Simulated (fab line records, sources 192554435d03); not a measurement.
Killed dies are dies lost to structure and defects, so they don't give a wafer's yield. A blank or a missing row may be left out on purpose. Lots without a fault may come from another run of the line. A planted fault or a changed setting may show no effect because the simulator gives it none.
fab line records | flow n5_finfet
record lots=6 wafers=18 last_day=17
route steps=1938 shown BEOL_M4@1072 BEOL_M5@1112 PASSIVATION@1936
lots that met no fault: from a run of the same line without faults
start_h: hours from the record's first day to the start of the lot's first wafer shown | wait_h: hours since the lot's step before | " the same as in the row above | L1.1+2: a row that stands for several wafers | - no value, or no start given | * or withheld: withheld | < > ~ a bound
route shown NAME@n: a module of which the file shows steps, and the number in the route of the first | usual: mean/standard deviation of fault-free wafers | same: alike in all rows | chamber/n: place in a boat | sites: the reading at each site | _std_site: their standard deviation | _edge_site: outer sites' mean less inner sites' | radius_mm: how far each site lies from the wafer's centre | mask NAME#n: copy n | behind: the tool/chamber that last shaped the wafer | hold: why the lot was held/for how many hours/how that ended | device: the transistor (n, p or np) that didn't switch | end of line: the same wafers' tests at the end of the route | a step without rows: its recipe alone | killed: dies lost to structure and defects at the first sort, not the wafer's yield | map: a wafer's dies, x killed, . not, _ none there
set.NAME: the setting as run; set.NAME@STEP: as run at that earlier step | model.NAME: the simulator's own value behind a step, which no gauge read
lots at some steps of the route; a table a step, a row a wafer
services: from which hour (start_h, from the record's first day; less than 0 if before it) a tool's chamber was out of use, for how many hours, and why
## steps
# step N5_BEOL_M4_STRIP_97
# recipe chemistry=N2/H2 time_s=10 power_w=450 temp_c=40 pressure_mtorr=20 rf_frequency_hz=6e+07 bias_power_w=7 n2_flow_sccm=200 h2_flow_sccm=200
# usual drypump_motor_current_A=5.8/0.54 oes_product_au=0.81/0.077 rf_vpp_V=59.2/0.89 showerhead_plenum_p_Torr=2.55/0.11 temp_c=39.98/0.11 throttle_valve_pct=23.6/0.31
# columns lot.wafer tool chamber start_h wait_h drypump_motor_current_A oes_product_au rf_hours_counter_h rf_vpp_V showerhead_plenum_p_Torr temp_c throttle_valve_pct
L416.1 rie_diel-04 0 - - 6.5 0.79 96 59.3 2.67 39.95 23.4
L416.2 " 1 " " 6.1 0.85 64 59.7 2.68 39.87 23.2
L416.6 " 1 " " 6.2 0.84 - 58.9 2.68 40.02 23.2
L412.1 rie_diel-04 3 - - 5.9 0.94 21 59.0 2.68 40.19 23.6
L412.3 " 0 " " 6.5 0.77 99 60.9 2.66 40.03 23.4
L412.4 " 3 " " 5.9 0.93 - 60.1 2.68 40.27 23.6
L421.3 rie_diel-05 0 - - 5.2 0.75 161 59.7 2.45 40.07 23.5
L421.5 " 0 " " 5.2 0.75 - 59.4 2.45 40.05 23.6
L421.6 " 3 " " 4.7 0.78 - 59.3 2.45 39.97 23.8
L422.1 rie_diel-04 1 - - 6.1 0.82 81 60.7 2.68 39.83 23.2
L422.3 " 0 " " 6.5 0.76 113 58.5 2.66 40.06 23.4
L422.5 " 3 " " 6.0 0.90 - 58.8 2.68 39.97 23.7
L425.1 rie_diel-04 3 - - 5.9 0.90 42 58.0 2.67 40.01 23.7
L425.3 " 1 " " 6.1 0.83 87 60.4 2.67 40.09 23.2
L425.6 " 3 " " 6.0 0.90 - 61.4 2.67 39.98 23.6
L431.2 rie_diel-04 1 - - 6.1 0.82 101 59.3 2.67 40.01 23.3
L431.3 " 2 " " 5.7 0.90 31 59.6 2.47 40.01 22.9
L431.6 " 0 " " 6.5 0.74 - 60.5 2.65 39.99 23.4
# step N5_BEOL_M4_OCD_MEAS_38
# usual trench_depth_nm=55.8/0.96
# columns lot.wafer tool chamber start_h wait_h trench_depth_nm
L416.1 ocd-02 - 216.49 - 55.1
L416.2 " - " " 55.8
L416.6 " - " " 55.1
L412.1 ocd-02 - 223.04 - 56.9
L412.3 " - " " 55.3
L412.4 " - " " 56.8
L421.3 ocd-01 - 249.72 - 54.7
L421.5 " - " " 55.3
L421.6 " - " " 54.4
L422.1 ocd-02 - 258.09 - 56.4
L422.3 " - " " 54.9
L422.5 " - " " 56.6
L425.1 ocd-02 - 272.46 - 55.9
L425.3 " - " " 55.8
L425.6 " - " " 56.6
L431.2 ocd-01 - 303.08 - 57.3
L431.3 " - " " 56.9
L431.6 " - " " 55.1
# step N5_BEOL_M4_HM_STRIP_39
# recipe chemistry=peroxide_tin_strip material=TiN target_depth_a=250 temp_c=50 time_s=158
# step N5_BEOL_M4_SRD_40
# recipe time_s=30 temp_c=23 rinse_liquid=diw dry=ipa_marangoni
# step N5_BEOL_M4_PRECLEAN_42
# recipe chemistry=residue_remover time_s=60 temp_c=40
# step N5_BEOL_M4_SRD_43
# recipe time_s=30 temp_c=23 rinse_liquid=diw dry=ipa_marangoni
# step N5_BEOL_M4_CD_MEAS_35
# recipe target_cd_nm=18 target_cd_y_nm=22.4 polarity=opening
# usual cd_nm=18.0/0.38
# columns lot.wafer tool chamber start_h wait_h cd_nm
L416.1 cd_sem-03 - 216.64 0.0 17.7
L416.2 " - " " 18.6
L416.6 " - " " 17.5
L412.1 cd_sem-02 - 223.19 0.0 18.5
L412.3 " - " " 17.4
L412.4 " - " " 18.3
L421.3 cd_sem-03 - 249.87 0.0 18.0
L421.5 " - " " 17.8
L421.6 " - " " 18.5
L422.1 cd_sem-02 - 258.24 0.0 18.1
L422.3 " - " " 18.3
L422.5 " - " " 18.4
L425.1 cd_sem-02 - 272.62 0.0 18.3
L425.3 " - " " 17.4
L425.6 " - " " 17.9
L431.2 cd_sem-01 - 303.32 0.0 18.5
L431.3 " - " " 17.6
L431.6 " - " " 18.5
# step N5_BEOL_M4_DEGAS_44
# recipe ambient=vacuum temp_c=250 time_s=60
# step N5_BEOL_M4_PRE_CLEAN_45
# recipe gas=H2/He time_s=30 temp_c=250
# usual heater_power_w=321/36
# columns lot.wafer tool chamber start_h wait_h heater_power_w
L416.1 pvd_sputter-02 - 217.19 0.0 335
L416.2 " - " " 280
L416.6 " - " " 309
L412.1 pvd_sputter-03 - 223.64 0.0 298
L412.3 " - " " 305
L412.4 " - " " 298
L421.3 pvd_sputter-03 - 250.11 0.0 293
L421.5 " - " " 300
L421.6 " - " " 323
L422.1 pvd_sputter-02 - 258.87 0.0 390
L422.3 " - " " 300
L422.5 " - " " 377
L425.1 pvd_sputter-02 - 272.78 0.0 275
L425.3 " - " " 308
L425.6 " - " " 374
L431.2 pvd_sputter-03 - 303.42 0.0 295
L431.3 " - " " 307
L431.6 " - " " 301
# step N5_BEOL_M4_ALD_84
# recipe material=TaN target_thk_a=* temp_c=275 ald_precursor_family=PDMAT ald_co_reactant=NH3 pressure_torr=3 carrier_flow_sccm=1500 pulse_time_s=2 purge_time_s=3 co_reactant_purge_time_s=2 co_reactant_pulse_time_s=3 ald_cycles=30 precursor_vessel_temp_c=75 precursor_vessel_pressure_torr=26.25 precursor_vessel_carrier_sccm=1000
# step N5_BEOL_M4_SURFACE_TREAT_85
# recipe gas=Ar time_s=* ion_energy_ev=* ion_current_ma_cm2=0.5 pressure_mtorr=* ar_flow_sccm=30
# step N5_BEOL_M4_CVD_47
# recipe material=Co target_thk_a=30 temp_c=withheld precursor=CCTBA/H2 pressure_torr=30 time_s=223.8
# step N5_BEOL_M4_SPUTTER_48
# recipe material=Cu target_thk_a=45 temp_c=-20 chamber_pressure_pa=0.07 power_w=withheld time_s=8.29
# usual throttle_valve_pct=29.8/0.98
# columns lot.wafer tool chamber start_h wait_h throttle_valve_pct
L416.1 pvd_sputter-02 - 219.59 0.2 29.3
L416.2 " - " " 30.3
L416.6 " - " " 28.8
L412.1 pvd_sputter-03 - 224.34 0.1 30.5
L412.3 " - " " 29.5
L412.4 " - " " 29.5
L421.3 pvd_sputter-01 - 250.69 0.1 29.7
L421.5 " - " " 30.0
L421.6 " - " " 30.2
L422.1 pvd_sputter-02 - 259.65 0.2 30.0
L422.3 " - " " 30.0
L422.5 " - " " 28.8
L425.1 pvd_sputter-02 - 274.66 0.9 28.6
L425.3 " - " " 30.5
L425.6 " - " " 29.6
L431.2 pvd_sputter-03 - 304.10 0.1 29.7
L431.3 " - " " 30.3
L431.6 " - " " 30.6
# step N5_BEOL_M4_ANNEAL_49
# recipe temp_c=400 time_s=240 ambient=vacuum
# step N5_BEOL_M4_SPUTTER_79
# recipe material=Cu target_thk_a=45 temp_c=-20 chamber_pressure_pa=0.07 power_w=withheld time_s=8.29
# step N5_BEOL_M4_ANNEAL_80
# recipe temp_c=400 time_s=240 ambient=vacuum
# step N5_BEOL_M4_SPUTTER_81
# recipe material=Cu target_thk_a=45 temp_c=-20 chamber_pressure_pa=0.07 power_w=withheld time_s=8.29
# usual throttle_valve_pct=29.8/0.99
# columns lot.wafer tool chamber start_h wait_h throttle_valve_pct
L416.1 pvd_sputter-02 - 220.03 0.1 28.8
L416.2 " - " " 30.0
L416.6 " - " " 28.8
L412.1 pvd_sputter-03 - 224.78 0.1 30.3
L412.3 " - " " 29.6
L412.4 " - " " 29.9
L421.3 pvd_sputter-01 - 251.13 0.1 29.8
L421.5 " - " " 29.8
L421.6 " - " " 30.6
L422.1 pvd_sputter-02 - 260.09 0.1 30.3
L422.3 " - " " 30.2
L422.5 " - " " 28.7
L425.1 pvd_sputter-02 - 275.10 0.1 28.7
L425.3 " - " " 30.1
L425.6 " - " " 30.0
L431.2 pvd_sputter-03 - 304.54 0.1 29.6
L431.3 " - " " 30.4
L431.6 " - " " 30.2
# step N5_BEOL_M4_ANNEAL_82
# recipe temp_c=400 time_s=240 ambient=vacuum
# step N5_BEOL_M4_SPUTTER_86
# recipe material=Cu target_thk_a=45 temp_c=-20 chamber_pressure_pa=0.07 power_w=withheld time_s=8.29
# step N5_BEOL_M4_ANNEAL_87
# recipe temp_c=400 time_s=240 ambient=vacuum
# usual heater_power_w=802/94 susceptor_temp_C_max=401.0/0.37
# columns lot.wafer tool chamber start_h wait_h heater_power_w susceptor_temp_C_max
L416.1 pvd_sputter-02 - 220.33 0.0 752 402.0
L416.2 " - " " 939 400.7
L416.6 " - " " 733 402.0
L412.1 pvd_sputter-03 - 225.08 0.0 788 401.2
L412.3 " - " " 752 401.3
L412.4 " - " " 742 401.0
L421.3 pvd_sputter-01 - 251.43 0.0 719 400.6
L421.5 " - " " 724 400.8
L421.6 " - " " 916 400.8
L422.1 pvd_sputter-02 - 260.39 0.0 949 401.0
L422.3 " - " " 839 401.0
L422.5 " - " " 761 401.8
L425.1 pvd_sputter-02 - 275.40 0.0 747 401.3
L425.3 " - " " 803 400.7
L425.6 " - " " 689 401.1
L431.2 pvd_sputter-03 - 304.84 0.0 746 401.4
L431.3 " - " " 774 401.0
L431.6 " - " " 770 401.2
# step N5_BEOL_M4_SPUTTER_88
# recipe material=Cu target_thk_a=45 temp_c=-20 chamber_pressure_pa=0.07 power_w=withheld time_s=8.29
# step N5_BEOL_M4_ANNEAL_89
# recipe temp_c=400 time_s=240 ambient=vacuum
# step N5_BEOL_M4_SPUTTER_90
# recipe material=Cu target_thk_a=45 temp_c=-20 chamber_pressure_pa=0.07 power_w=withheld time_s=8.29
# step N5_BEOL_M4_ANNEAL_91
# recipe temp_c=400 time_s=240 ambient=vacuum
# step N5_BEOL_M4_SPUTTER_92
# recipe material=Cu target_thk_a=45 temp_c=-20 chamber_pressure_pa=0.07 power_w=withheld time_s=8.29
# step N5_BEOL_M4_ANNEAL_93
# recipe temp_c=400 time_s=240 ambient=vacuum
# step N5_BEOL_M4_SPUTTER_94
# recipe material=Cu target_thk_a=45 temp_c=-20 chamber_pressure_pa=0.07 power_w=withheld time_s=8.29
# step N5_BEOL_M4_ANNEAL_95
# recipe temp_c=400 time_s=240 ambient=vacuum
# step N5_BEOL_M4_SPUTTER_96
# recipe material=Cu target_thk_a=45 temp_c=-20 chamber_pressure_pa=0.07 power_w=withheld time_s=8.29
# step N5_BEOL_M4_ECD_50
# recipe material=Cu target_thk_a=3000
# step N5_BEOL_M4_ANNEAL_51
# recipe temp_c=225 time_s=90 ambient=N2
# step N5_BEOL_M4_CMP_52
# recipe stop_on=SiOC t_overpolish_s=6.8 down_force_psi=1 platen_rpm=50 clearing_platen_down_force_psi=1.5 clearing_platen_rpm=50 post_cmp_clean=cu_alkaline target_thk_nm=40 clearing_platen_pad_velocity_m_s=0.99484 pad_velocity_m_s=0.99484
# step N5_BEOL_M4_PRE_CLEAN_60
# recipe gas=NH3/H2 time_s=15 temp_c=* rf_power_w=300
# step N5_BEOL_M4_CO_CAP_55
# recipe material=Co target_thk_a=20 temp_c=200 precursor=CCTBA/H2 pressure_torr=30 time_s=102.1
# step N5_BEOL_M4_PRE_CLEAN_56
# recipe gas=NH3 time_s=15 temp_c=withheld rf_power_w=300
# step N5_BEOL_M4_DEP_57
# recipe material=SiCN target_thk_a=80 temp_c=withheld precursor=3MS/NH3 pressure_torr=3 rf_w=202 time_s=14
# step N5_BEOL_M4_RS_MEAS_58
# recipe thk_meas_gauge=four-point-probe reads=Co_of_BEOL_M4_CO_CAP_55+Cu_of_BEOL_M4_ECD_50+Co_of_BEOL_M4_CVD_47+TaN_of_BEOL_M4_ALD_84
# usual M4_RS=0.67/0.032
# columns lot.wafer tool chamber start_h wait_h M4_RS[ohm/sq]
L416.1 film_metro-02 - 222.40 0.0 0.66
L416.2 " - " " 0.65
L416.6 " - " " 0.65
L412.1 film_metro-02 - 229.84 0.0 0.69
L412.3 " - " " 0.71
L412.4 " - " " 0.67
L421.3 film_metro-01 - 253.53 0.1 0.69
L421.5 " - " " 0.69
L421.6 " - " " 0.70
L422.1 film_metro-01 - 262.49 0.1 0.67
L422.3 " - " " 0.67
L422.5 " - " " 0.63
L425.1 film_metro-01 - 277.48 0.0 0.63
L425.3 " - " " 0.71
L425.6 " - " " 0.66
L431.2 film_metro-01 - 307.20 0.1 0.64
L431.3 " - " " 0.69
L431.6 " - " " 0.67
# step N5_BEOL_M4_RC_MEAS_101
# usual DIBL_N=35.3/1.5 DIBL_P=35.3/1.9 IOFF_N=0.145/0.027 IOFF_P=0.20/0.033 ION_N=670/12 ION_P=462/6.8 SS_N=71.3/0.6 SS_P=73.1/0.7 VT_N=251/3.4 VT_P=-251/3.2
# columns lot.wafer tool chamber start_h wait_h DIBL_N[mV/V] DIBL_P[mV/V] IOFF_N[nA/um] IOFF_P[nA/um] ION_N[uA/um] ION_P[uA/um] SS_N[mV/dec] SS_P[mV/dec] VT_N[mV] VT_P[mV]
L416.1 prober-01 0 222.46 0.0 35.1 34.5 0.142 0.20 681 468 71.4 72.4 251 -250
L416.2 " 0 " " 34.1 32.9 0.127 0.17 672 463 71.1 72.5 249 -248
L416.6 " 0 " " 32.3 31.5 0.108 0.16 673 460 70.6 72.2 251 -251
L412.1 prober-01 0 229.90 0.0 35.5 34.6 0.123 0.17 660 454 71.0 72.4 256 -253
L412.3 " 0 " " 36.5 36.7 0.153 0.21 676 465 70.5 73.4 251 -252
L412.4 " 0 " " 34.8 33.5 0.119 0.17 655 453 71.1 72.4 254 -255
L421.3 prober-02 0 253.89 0.3 36.6 37.9 0.172 0.23 681 468 71.2 73.4 246 -249
L421.5 " 0 " " 35.7 36.8 0.152 0.22 677 465 71.5 74.2 250 -251
L421.6 " 0 " " 37.6 39.0 0.208 0.26 694 466 71.4 73.8 244 -245
L422.1 prober-02 0 262.54 0.0 35.8 37.2 0.147 0.19 665 458 71.4 73.7 251 -251
L422.3 " 0 " " 33.3 33.3 0.120 0.16 673 460 71.3 72.2 253 -254
L422.5 " 0 " " 33.4 32.9 0.101 0.14 653 450 71.0 72.2 257 -258
L425.1 prober-01 0 277.53 0.0 35.3 34.7 0.162 0.21 678 466 71.5 73.7 248 -251
L425.3 " 0 " " 36.4 35.0 0.179 0.22 690 465 71.5 73.6 247 -252
L425.6 " 0 " " 34.8 33.2 0.136 0.18 666 465 71.2 72.9 252 -251
L431.2 prober-02 0 307.40 0.2 37.0 36.3 0.146 0.22 663 460 71.1 73.0 252 -250
L431.3 " 0 " " 37.2 35.3 0.148 0.19 651 447 72.2 73.0 252 -253
L431.6 " 0 " " 35.5 34.1 0.121 0.17 664 454 70.7 72.6 254 -250
# step N5_BEOL_M5_ILD_DEP_00
# recipe material=SiCOH_lowk target_thk_a=1406.4 temp_c=300 precursor=DEMS/porogen pressure_torr=5 rf_w=500 time_s=25.9
# usual heater_power_w=298/34 showerhead_plenum_p_Torr=5.740/0.015 throttle_valve_pct=13.9/0.9
# columns lot.wafer tool chamber start_h wait_h heater_power_w showerhead_plenum_p_Torr throttle_valve_pct
L416.1 pecvd-03 2 223.43 0.8 314 5.762 12.3
L416.2 " 1 " " 265 5.749 14.8
L416.6 " 2 " " 319 5.734 12.4
L412.1 pecvd-03 1 230.86 0.8 278 5.726 14.9
L412.3 " 2 " " 331 5.756 12.3
L412.4 " 1 " " 275 5.736 14.7
L421.3 pecvd-04 2 254.54 0.5 267 5.759 13.1
L421.5 " 0 " " 321 5.728 15.2
L421.6 " 1 " " 343 5.722 13.9
L422.1 pecvd-02 2 263.51 0.8 226 5.741 13.2
L422.3 " 1 " " 282 5.702 13.7
L422.5 " 2 " " 236 5.736 13.5
L425.1 pecvd-04 0 278.50 0.8 322 5.736 14.7
L425.3 " 2 " " 269 5.753 13.4
L425.6 " 0 " " 333 5.726 15.1
L431.2 pecvd-02 1 308.22 0.7 324 5.707 13.8
L431.3 " 0 " " 352 5.762 13.9
L431.6 " 2 " " 269 5.733 13.3
# step N5_BEOL_M5_CURE_79
# recipe temp_c=385 time_s=240 ambient=He/Ar material=SiCOH_lowk
# step N5_PASSIVATION_PROBE_49
# usual defect_limited_yield=91.2/1.5 killed_at_M0_to_M3=34/11 killed_at_M4_up=14/5.4 killed_at_contacts=12/5.9 killed_at_front_end=40/12 killed_at_other=4/3.3 killed_dies=103/18 killed_open=68/13 killed_short=34/7.5 sort_bin_5_function=5.1/1 sort_bin_6_memory=3.3/0.7 sort_n_pass=1076/18 sort_yield_pct=91.2/1.5
# same gross_dies=1180 killed_at_back_side=0 sort_bin_4_leakage[%]=0 sort_bin_8_speed[%]=0
# columns lot.wafer tool chamber start_h wait_h defect_limited_yield[%] killed_at_M0_to_M3 killed_at_M4_up killed_at_contacts killed_at_front_end killed_at_other killed_dies killed_open killed_short sort_bin_5_function[%] sort_bin_6_memory[%] sort_n_pass sort_yield_pct[%]
L412.1 prober-02 - 338.00 0.0 90.9 38 23 9 34 3 107 70 34 5.7 3.4 1073 90.9
L412.3 prober-02 - 338.10 0.1 89.9 45 14 8 47 5 119 74 41 6.4 3.1 1061 89.9
L412.4 prober-02 - 338.15 0.2 90.1 46 24 11 28 8 117 86 30 5.3 4.6 1063 90.1
L422.1 prober-02 - 361.46 0.0 92.0 40 14 3 31 6 94 57 37 4.9 2.8 1086 92.0
L422.3 prober-02 - 361.56 0.1 84.9 32 109 9 22 6 178 58 31 10.1 3.1 1002 84.9
L422.5 prober-02 - 361.66 0.2 91.6 35 19 8 35 2 99 61 38 5.2 3.0 1081 91.6
L425.3 prober-01 - 378.31 0.1 85.8 39 95 4 26 4 168 57 24 8.1 3.8 1012 85.8
# killed by level:class
L412.1 BEOL_M4:geometric_particle:open=11 FIN_SAQP:geometric_particle:short=10 BEOL_M1:geometric_particle:open=9 BEOL_M2:geometric_particle:open=8 BEOL_M3:geometric_particle:open=6 DUMMY_GATE:geometric_particle:open=5 MOL_CONTACT_COAG:geometric_particle:open=5 FIN_SAQP:geometric_particle:open=4
L412.3 BEOL_M3:geometric_particle:open=12 STI_FIN_REVEAL:geometric_particle:open=10 FIN_SAQP:geometric_particle:open=6 GATE_CUT:geometric_particle:short=6 MOL_CONTACT_COAG:geometric_particle:open=6 BEOL_M0_SAQP:geometric_particle:open=6 BEOL_M3:geometric_particle:short=6 STI_FIN_REVEAL:geometric_particle:short=5
L412.4 BEOL_M2:geometric_particle:open=13 MOL_CONTACT_COAG:geometric_particle:open=9 BEOL_M4:geometric_particle:open=9 BEOL_M1:geometric_particle:open=8 BEOL_M3:geometric_particle:open=8 STI_FIN_REVEAL:geometric_particle:open=6 BEOL_M8:geometric_particle:open=6 FIN_SAQP:geometric_particle:open=5
L422.1 BEOL_M3:geometric_particle:open=11 BEOL_M4:geometric_particle:open=9 FIN_SAQP:geometric_particle:short=8 BEOL_M0_SAQP:geometric_particle:short=8 STI_FIN_REVEAL:geometric_particle:open=7 STARTING-WAFER:geometric_particle:short=5 BEOL_M0:geometric_particle:open=5 BEOL_M1:geometric_particle:open=5
L422.3 BEOL_M4:unspecified=89 BEOL_M4:geometric_particle:open=11 BEOL_M3:geometric_particle:open=8 MOL_CONTACT_COAG:geometric_particle:open=7 FIN_SAQP:geometric_particle:short=6 BEOL_M0_SAQP:geometric_particle:short=5 BEOL_M2:geometric_particle:open=5 BEOL_M5:geometric_particle:open=5
L422.5 BEOL_M0_SAQP:geometric_particle:short=11 BEOL_M4:geometric_particle:open=10 BEOL_M1:geometric_particle:open=8 FIN_SAQP:geometric_particle:short=7 BEOL_M0_SAQP:geometric_particle:open=5 FIN_SAQP:geometric_particle:open=5 GATE_CUT:geometric_particle:short=5 MOL_CONTACT_COAG:geometric_particle:open=5
L425.3 BEOL_M4:unspecified=87 BEOL_M1:geometric_particle:open=10 BEOL_M2:geometric_particle:open=8 BEOL_M3:geometric_particle:open=7 STI_FIN_REVEAL:geometric_particle:open=4 MOL_CONTACT_COAG:geometric_particle:open=4 FIN_SAQP:geometric_particle:open=3 FIN_SAQP:geometric_particle:short=3
# map L422.3 (x killed, . not)
_________________............________________
______________x.............x..._____________
___________.....x.........x....x...__________
__________xxxxx....................._________
________xxxxxxxx............x.x......._______
_______xxxxxxxxx.x...x...x........x....______
______xxxxxxxxx...xx...................._____
_____xxxxxxxxxxx.......................x.____
____xxxxxxxxxxxx.xx...x...................___
___xxxxxxxxxxxx....x...x.....x.........xx..__
___..xxxxxx.xx.x...............x..x...x....__
__....x.xx.xx..x..x........x...x..........x._
__....xx.xx.x........................x......_
_....x.....x......x....x.....................
_....................x...........x...........
_....x............x........................x.
_...xx......x..........x.....................
_......x................x....x......x........
_....x.....x.......x.................x..x....
_.....x......................................
_...............x.x..x.......................
__.............x..........x................._
__...........x....x...................x....._
___...............xx..........x.x........x.__
___...x.........x..xx....x......x..........__
____.......x..x..x..x.....................___
_____.....................x........xx....____
______.x.....x..x.....x...........x....._____
_______................................______
________.......x...............x......_______
__________..........x.....x....x.x.._________
___________.....................x..__________
______________............x....._____________
_________________............________________
# map L425.3 (x killed, . not)
_________________..x........x________________
______________..............x..._____________
___________.....x..................__________
__________xxxx.xx..................._________
________xxxxx.x......................x_______
_______xxxxxxxxxx...........xx.........______
______xxxxxxxxxx........................_____
_____xxxxxxxxxxx.........................____
____xxxxxxxxxxxxx..........xx....x.....x..___
___x.xxxxxxxxxx.........x..................__
___x.xxxxxxxxxx.................x..........__
__....xxxxxx...x..................x........._
__...xxxxx...x........x..........x......x.x._
_....x...xx............x..xx.................
_............x......x......x...............x.
_.....x...........x.x.......x................
_x.............x.............................
_.....................x..........x...........
_x..........x.......x...........x...........x
_................................x..xx.......
_.........................x..........x.......
__.......x..........x.....................x._
__................................x........._
___.x........x.....x.......................__
___......x....x........x.......x.....x....x__
____...x.....x...................x.x......___
_____.................x...x..............____
______..........................x......._____
_______................x..x............______
________.......................x......_______
__________...x......................_________
___________........xx....x......x..__________
______________......x.....x....._____________
_________________.........x..________________
## services
# columns tool chamber start_h hours kind
rie_diel-05 - 196.32 1.0 repair
pecvd-04 - 197.04 6.0 pm
pecvd-03 0 197.26 5.5 scheduled_down
rie_diel-04 - 199.04 0.5 repair
rie_diel-04 2 202.38 - clean
rie_diel-04 2 202.38 - consumable_replace:focus_ring
rie_diel-04 2 202.38 27.5 scheduled_down
rie_diel-04 2 202.38 27.5 vent_cycle
pecvd-04 2 203.04 - clean
pecvd-04 2 203.04 - consumable_replace:showerhead
pecvd-04 2 203.04 29.0 scheduled_down
pecvd-04 2 203.04 29.0 vent_cycle
pecvd-02 1 205.32 29.0 repair
pecvd-03 1 225.62 2.1 scheduled_down
pecvd-04 0 233.72 5.0 scheduled_down
pecvd-02 - 241.27 0.6 repair
pecvd-02 2 258.87 2.1 scheduled_down
pecvd-04 1 273.54 5.3 repair
pvd_sputter-02 - 281.96 0.5 repair
rie_diel-05 - 290.03 0.5 repair
rie_diel-04 - 306.33 0.4 repair
## key
first_sign step=N5_PASSIVATION_PROBE_49 reading=killed_at_M4_up direction=up sigmas=16 usual=14 struck=102
effect step=N5_PASSIVATION_PROBE_49 reading=killed_dies direction=up sigmas=3.9 usual=103 struck=173
more_kills_born_at N5_BEOL_M4_SPUTTER_48@pvd_sputter-02=176
met_at N5_BEOL_M4_SPUTTER_48
struck_wafers L422.3,L425.3
fault kind=chamber_particle_source tool=pvd_sputter-02 chamber=- onset_h=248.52 steps=N5_BEOL_M4_SPUTTER_48 rate_per_visit_cm2=0.61604 end_h=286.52 scope=struck_wafers_only
